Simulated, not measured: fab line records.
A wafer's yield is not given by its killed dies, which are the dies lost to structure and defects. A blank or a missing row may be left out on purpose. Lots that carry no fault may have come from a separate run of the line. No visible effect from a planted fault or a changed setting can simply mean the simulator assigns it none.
Matching of chambers ; flow n5-finfet ; rie-diel-01 running N5_FIN_SAQP_ETCH_67: 4 sister chambers
The step etches SiNx in CH3F/O2, target depth 30 nm. 4 wafers are shown with their chamber, then 8 later ones without.

WAFERS, EACH WITH ITS CHAMBER
wafer;chamber;rf-vpp-V (V)
L086.1;0;290
L086.4;3;302
L089.5;2;307
L092.1;1;295

WAFERS WITHOUT THEIR CHAMBER
wafer;rf-vpp-V (V)
L092.4;291
L092.5;291
L094.2;296
L094.3;306
L094.6;295
L096.3;296
L096.4;307
L096.6;296

EACH ONE'S CHAMBER
wafer;from the rows above;in truth
L092.4;0;0
L092.5;0;0
L094.2;1;1
L094.3;2;2
L094.6;1;1
L096.3;1;1
L096.4;2;2
L096.6;1;1
Placed correctly: 8 of 8. Left unplaced by these rows: 0. Placed wrongly: 0.
How it was worked out, from the rows above alone: a wafer's distance from a chamber is the root of the sum, over the readings, of the square of ((its reading less the chamber's mean) divided by the reading's scatter). If the next closest chamber is less than 2 further off than the closest, the wafer can't be placed; otherwise it belongs to the closest. The mean given for a chamber averages the wafers shown for that chamber. The scatter (one wafer shown for each chamber): square how far every hidden wafer sits from the nearest shown wafer, average those squares and take the square root.
